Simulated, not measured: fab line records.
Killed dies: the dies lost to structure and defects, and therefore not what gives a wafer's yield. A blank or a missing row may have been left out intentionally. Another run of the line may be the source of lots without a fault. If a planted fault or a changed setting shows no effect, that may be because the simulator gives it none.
What tool caused it? :: flow nand_harc :: Sampling: 12 lots, 36 wafers, 6 of 1159 route steps

== WHAT EACH GAUGE READ, for each wafer ==
NHARC_A_SGD_CUT_CD_MEAS_09: the cd target is 100 nm.
lot: L966
measured: day 13 17:04
on: cd_sem-02
cd_nm (nm): 99.3 99.7 99.8

lot: L969
measured: day 14 04:23
on: cd_sem-03
cd_nm (nm): 99.9 100.4 100.9

lot: L968
measured: day 14 04:46
on: cd_sem-01
cd_nm (nm): 100.0 100.1 100.2

lot: L973
measured: day 15 19:25
on: cd_sem-02
cd_nm (nm): 101.0 99.5 100.0

lot: L972
measured: day 15 19:53
on: cd_sem-02
cd_nm (nm): 100.1 99.8 99.3

lot: L980
measured: day 17 11:05
on: cd_sem-02
cd_nm (nm): 102.0 101.7 102.1

lot: L978
measured: day 17 11:21
on: cd_sem-01
cd_nm (nm): 102.6 103.0 103.1

lot: L984
measured: day 17 23:06
on: cd_sem-03
cd_nm (nm): 101.4 101.2 101.3

lot: L983
measured: day 17 23:33
on: cd_sem-03
cd_nm (nm): 101.1 101.8 101.2

lot: L985
measured: day 18 16:37
on: cd_sem-01
cd_nm (nm): 100.1 100.0 99.7

lot: L987
measured: day 19 01:55
on: cd_sem-02
cd_nm (nm): 99.8 98.7 99.7

lot: L989
measured: day 19 19:25
on: cd_sem-01
cd_nm (nm): 100.5 100.2 100.9

NHARC_A_SGD_CUT_INSPECT_11.
lot: L966
measured: day 13 17:12
on: defect_inspect-01
raw_defect_count: 7 7 14

lot: L969
measured: day 14 04:31
on: defect_inspect-01
raw_defect_count: 4 9 7

lot: L968
measured: day 14 04:53
on: defect_inspect-02
raw_defect_count: 18 39 18

lot: L973
measured: day 15 19:32
on: defect_inspect-01
raw_defect_count: 24 27 20

lot: L972
measured: day 15 20:01
on: defect_inspect-02
raw_defect_count: 13 12 13

lot: L980
measured: day 17 11:13
on: defect_inspect-01
raw_defect_count: 36 23 26

lot: L978
measured: day 17 11:28
on: defect_inspect-02
raw_defect_count: 20 19 15

lot: L984
measured: day 17 23:14
on: defect_inspect-01
raw_defect_count: 9 9 18

lot: L983
measured: day 17 23:40
on: defect_inspect-01
raw_defect_count: 36 25 24

lot: L985
measured: day 18 16:44
on: defect_inspect-02
raw_defect_count: 26 27 30

lot: L987
measured: day 19 02:03
on: defect_inspect-02
raw_defect_count: 32 35 24

lot: L989
measured: day 19 19:32
on: defect_inspect-01
raw_defect_count: 12 21 17

NHARC_END_SORT_01.
lot: L987
measured: day 26 06:41
on: prober-02
killed_at_array: 26
killed_at_other: 1
killed_at_periphery: 0
killed_dies: 27
killed_open: 1
killed_short: 3

== TOOL THAT RAN EACH LOT (tool first, then ch and the chambers of the sampled wafers, then the start) ==
lot: L966
NHARC_A_STAIRCASE_ETCHBACK_157: rie_diel-06 ch 0,1,2, day 13 15:18
NHARC_A_SGD_CUT_EXPOSE_06: arfi_scanner-01 ch 0, day 13 16:56
NHARC_A_SGD_CUT_ETCH_16: rie_diel-12 ch 0,3, no start

lot: L969
NHARC_A_STAIRCASE_ETCHBACK_157: rie_diel-13 ch 0,2,3, day 14 02:35
NHARC_A_SGD_CUT_EXPOSE_06: arfi_scanner-02 ch 0, day 14 04:14
NHARC_A_SGD_CUT_ETCH_16: rie_diel-10 ch 0,2,3, no start

lot: L968
NHARC_A_STAIRCASE_ETCHBACK_157: rie_diel-13 ch 0,3, day 14 02:50
NHARC_A_SGD_CUT_EXPOSE_06: arfi_scanner-02 ch 0, day 14 04:37
NHARC_A_SGD_CUT_ETCH_16: rie_diel-10 ch 1,2,3, no start

lot: L973
NHARC_A_STAIRCASE_ETCHBACK_157: rie_diel-13 ch 0,1,3, day 15 17:42
NHARC_A_SGD_CUT_EXPOSE_06: arfi_scanner-01 ch 0, day 15 19:17
NHARC_A_SGD_CUT_ETCH_16: rie_diel-08 ch 2,3, no start

lot: L972
NHARC_A_STAIRCASE_ETCHBACK_157: rie_diel-13 ch 0,1,3, day 15 18:14
NHARC_A_SGD_CUT_EXPOSE_06: arfi_scanner-02 ch 0, day 15 19:46
NHARC_A_SGD_CUT_ETCH_16: rie_diel-12 ch 0,2, no start

lot: L980
NHARC_A_STAIRCASE_ETCHBACK_157: rie_diel-01 ch 0,1,3, day 17 09:32
NHARC_A_SGD_CUT_EXPOSE_06: arfi_scanner-01 ch 0, day 17 10:56
NHARC_A_SGD_CUT_ETCH_16: rie_diel-08 ch 1,2,3, no start

lot: L978
NHARC_A_STAIRCASE_ETCHBACK_157: rie_diel-13 ch 0,3, day 17 09:46
NHARC_A_SGD_CUT_EXPOSE_06: arfi_scanner-01 ch 0, day 17 11:13
NHARC_A_SGD_CUT_ETCH_16: rie_diel-10 ch 0,3, no start

lot: L984
NHARC_A_STAIRCASE_ETCHBACK_157: rie_diel-01 ch 0,1,2, day 17 21:32
NHARC_A_SGD_CUT_EXPOSE_06: arfi_scanner-01 ch 0, day 17 22:58
NHARC_A_SGD_CUT_ETCH_16: rie_diel-12 ch 0,2,3, no start

lot: L983
NHARC_A_STAIRCASE_ETCHBACK_157: rie_diel-13 ch 1,2,3, day 17 21:48
NHARC_A_SGD_CUT_EXPOSE_06: arfi_scanner-01 ch 0, day 17 23:25
NHARC_A_SGD_CUT_ETCH_16: rie_diel-10 ch 0,1,2, no start

lot: L985
NHARC_A_STAIRCASE_ETCHBACK_157: rie_diel-13 ch 0,1,3, day 18 14:44
NHARC_A_SGD_CUT_EXPOSE_06: arfi_scanner-03 ch 0, day 18 16:28
NHARC_A_SGD_CUT_ETCH_16: rie_diel-08 ch 0,1,3, no start

lot: L987
NHARC_A_STAIRCASE_ETCHBACK_157: rie_diel-01 ch 0,2,3, day 19 00:12
NHARC_A_SGD_CUT_EXPOSE_06: arfi_scanner-02 ch 0, day 19 01:47
NHARC_A_SGD_CUT_ETCH_16: rie_diel-12 ch 0,3, day 26 06:41 or earlier

lot: L989
NHARC_A_STAIRCASE_ETCHBACK_157: rie_diel-01 ch 2,3, day 19 17:52
NHARC_A_SGD_CUT_EXPOSE_06: arfi_scanner-02 ch 0, day 19 19:16
NHARC_A_SGD_CUT_ETCH_16: rie_diel-10 ch 1,3, no start
- NHARC_A_STAIRCASE_ETCHBACK_157: etches the open film in CH3F/O2, target depth 90 nm, time 167.14 s.
- NHARC_A_SGD_CUT_EXPOSE_06: exposes mask SGD.
- NHARC_A_SGD_CUT_ETCH_16: etches the open film in C4F8/O2/Ar, target depth 310.5 nm, time 155.2 s.

== AS READ BY THE TOOLS THEMSELVES (means over the sampled wafers that have a number; for cases with no such wafer, the mark the record gives instead) ==
NHARC_A_STAIRCASE_ETCHBACK_157.
lot: L966
tool: rie_diel-06
chamber_pressure_mTorr (mTorr): 25.003
drypump_motor_current_A (A): 6.3
oes_product_au (a.u.): 0.99
rf_vpp_V (V): 245.2
showerhead_plenum_p_Torr (Torr): 2.53
throttle_valve_pct (%): 20.668

lot: L969
tool: rie_diel-13
chamber_pressure_mTorr (mTorr): 24.995
drypump_motor_current_A (A): 5.8
oes_product_au (a.u.): 0.99
rf_vpp_V (V): 243.6
showerhead_plenum_p_Torr (Torr): 2.48
throttle_valve_pct (%): 20.653

lot: L968
tool: rie_diel-13
chamber_pressure_mTorr (mTorr): 25.009
drypump_motor_current_A (A): 5.6
oes_product_au (a.u.): 1.00
rf_vpp_V (V): 244.2
showerhead_plenum_p_Torr (Torr): 2.42
throttle_valve_pct (%): 20.673

lot: L973
tool: rie_diel-13
chamber_pressure_mTorr (mTorr): 24.991
drypump_motor_current_A (A): 5.5
oes_product_au (a.u.): 1.00
rf_vpp_V (V): 243.1
showerhead_plenum_p_Torr (Torr): 2.36
throttle_valve_pct (%): 20.652

lot: L972
tool: rie_diel-13
chamber_pressure_mTorr (mTorr): 24.988
drypump_motor_current_A (A): 5.5
oes_product_au (a.u.): 0.95
rf_vpp_V (V): 241.7
showerhead_plenum_p_Torr (Torr): 2.36
throttle_valve_pct (%): 20.656

lot: L980
tool: rie_diel-01
chamber_pressure_mTorr (mTorr): 24.997
drypump_motor_current_A (A): 5.8
oes_product_au (a.u.): 0.93
rf_vpp_V (V): 243.2
showerhead_plenum_p_Torr (Torr): 2.39
throttle_valve_pct (%): 20.667

lot: L978
tool: rie_diel-13
chamber_pressure_mTorr (mTorr): 24.993
drypump_motor_current_A (A): 5.5
oes_product_au (a.u.): 0.92
rf_vpp_V (V): 242.8
showerhead_plenum_p_Torr (Torr): 2.34
throttle_valve_pct (%): 20.670

lot: L984
tool: rie_diel-01
chamber_pressure_mTorr (mTorr): 25.003
drypump_motor_current_A (A): 5.7
oes_product_au (a.u.): 1.00
rf_vpp_V (V): 241.6
showerhead_plenum_p_Torr (Torr): 2.34
throttle_valve_pct (%): 20.663

lot: L983
tool: rie_diel-13
chamber_pressure_mTorr (mTorr): 25.000
drypump_motor_current_A (A): 5.7
oes_product_au (a.u.): 1.00
rf_vpp_V (V): 243.2
showerhead_plenum_p_Torr (Torr): 2.41
throttle_valve_pct (%): 20.660

lot: L985
tool: rie_diel-13
chamber_pressure_mTorr (mTorr): 25.005
drypump_motor_current_A (A): 5.4
oes_product_au (a.u.): 0.99
rf_vpp_V (V): 242.3
showerhead_plenum_p_Torr (Torr): 2.35
throttle_valve_pct (%): 20.664

lot: L987
tool: rie_diel-01
chamber_pressure_mTorr (mTorr): 24.989
drypump_motor_current_A (A): 5.9
oes_product_au (a.u.): 0.93
rf_vpp_V (V): 242.4
showerhead_plenum_p_Torr (Torr): 2.39
throttle_valve_pct (%): 20.666

lot: L989
tool: rie_diel-01
chamber_pressure_mTorr (mTorr): 25.004
drypump_motor_current_A (A): 5.9
oes_product_au (a.u.): 0.93
rf_vpp_V (V): 243.3
showerhead_plenum_p_Torr (Torr): 2.35
throttle_valve_pct (%): 20.657

NHARC_A_SGD_CUT_EXPOSE_06.
lot: L966
tool: arfi_scanner-01
exposure_dose_mJ_cm2: 85.73

lot: L969
tool: arfi_scanner-02
exposure_dose_mJ_cm2: 85.58

lot: L968
tool: arfi_scanner-02
exposure_dose_mJ_cm2: 85.56

lot: L973
tool: arfi_scanner-01
exposure_dose_mJ_cm2: 85.67

lot: L972
tool: arfi_scanner-02
exposure_dose_mJ_cm2: 85.57

lot: L980
tool: arfi_scanner-01
exposure_dose_mJ_cm2: 88.85

lot: L978
tool: arfi_scanner-01
exposure_dose_mJ_cm2: 88.23

lot: L984
tool: arfi_scanner-01
exposure_dose_mJ_cm2: 87.67

lot: L983
tool: arfi_scanner-01
exposure_dose_mJ_cm2: 87.27

lot: L985
tool: arfi_scanner-03
exposure_dose_mJ_cm2: 85.65

lot: L987
tool: arfi_scanner-02
exposure_dose_mJ_cm2: 85.52

lot: L989
tool: arfi_scanner-02
exposure_dose_mJ_cm2: 85.67

NHARC_A_SGD_CUT_ETCH_16.
lot: L966
tool: rie_diel-12
chamber_pressure_mTorr (mTorr): 24.999
oes_product_au (a.u.): 0.965
rf_vpp_V (V): 718

lot: L969
tool: rie_diel-10
chamber_pressure_mTorr (mTorr): 25.011
oes_product_au (a.u.): 0.984
rf_vpp_V (V): 726

lot: L968
tool: rie_diel-10
chamber_pressure_mTorr (mTorr): 25.019
oes_product_au (a.u.): 0.982
rf_vpp_V (V): 723

lot: L973
tool: rie_diel-08
chamber_pressure_mTorr (mTorr): 24.991
oes_product_au (a.u.): 0.989
rf_vpp_V (V): 719

lot: L972
tool: rie_diel-12
chamber_pressure_mTorr (mTorr): 24.982
oes_product_au (a.u.): 0.976
rf_vpp_V (V): 721

lot: L980
tool: rie_diel-08
chamber_pressure_mTorr (mTorr): 24.989
oes_product_au (a.u.): 0.978
rf_vpp_V (V): 721

lot: L978
tool: rie_diel-10
chamber_pressure_mTorr (mTorr): 25.016
oes_product_au (a.u.): 0.961
rf_vpp_V (V): 726

lot: L984
tool: rie_diel-12
chamber_pressure_mTorr (mTorr): 24.979
oes_product_au (a.u.): 0.974
rf_vpp_V (V): 720

lot: L983
tool: rie_diel-10
chamber_pressure_mTorr (mTorr): 24.997
oes_product_au (a.u.): 0.967
rf_vpp_V (V): 726

lot: L985
tool: rie_diel-08
chamber_pressure_mTorr (mTorr): 24.999
oes_product_au (a.u.): 0.976
rf_vpp_V (V): 725

lot: L987
tool: rie_diel-12
chamber_pressure_mTorr (mTorr): 25.003
oes_product_au (a.u.): 0.946
rf_vpp_V (V): 717

lot: L989
tool: rie_diel-10
chamber_pressure_mTorr (mTorr): 25.023
oes_product_au (a.u.): 0.979
rf_vpp_V (V): 719

== THE ANSWER, worked out from the rows above alone ==
Rule: the lots themselves supply what counts as usual. The widest of any qualifying gaps counts: lots, ordered by their means at a reading, are off when they make up no more than a third of the lots, leave a main group of 4 or more, and stand apart from it by 3 or more times the standard deviation of that group's means. The tables above print the reading to a certain number of digits; a main group whose means all agree to those digits is not used. A lot without any number at a reading at which 4 lots or more have one is off too. All remaining lots with rows at the step are treated as sound. After the gauges, taken in route order, come the tools' own readings; for these a lot's mean is taken, as printed above. At the first step where some lot is off, the reading lying furthest off is the one used; lots without a number count as furthest.
Off: L980, L978, L984, L983, at NHARC_A_SGD_CUT_EXPOSE_06 (exposure_dose_mJ_cm2). Main group: mean 85.62, sd 0.067.
If a tool, at that step or one of the process steps before it, ran each lot that is off and ran no sound lot following the first of them, it fits. One candidate fits, namely arfi_scanner-01 at NHARC_A_SGD_CUT_EXPOSE_06. A fault onset in the window from L973 (day 15 19:17, its last sound lot) to L980 (day 17 10:56, its first lot off) fits.
On the lots that are off, the tool's own readings at NHARC_A_SGD_CUT_EXPOSE_06 differ by more than 5 times the standard deviation of the sound lots' means, which bears it out; exposure_dose_mJ_cm2 reads 88.00 there versus 85.62 on the sound lots.

== WHAT HAD BEEN PUT IN BY THE SIMULATOR ==
Process parameter drift: arfi_scanner-01, from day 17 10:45 on, at NHARC_A_SGD_CUT_EXPOSE_06. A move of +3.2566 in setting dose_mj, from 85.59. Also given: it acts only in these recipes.
Struck lots among those shown: L980, L978, L984, L983. The rule given above showed the same thing.
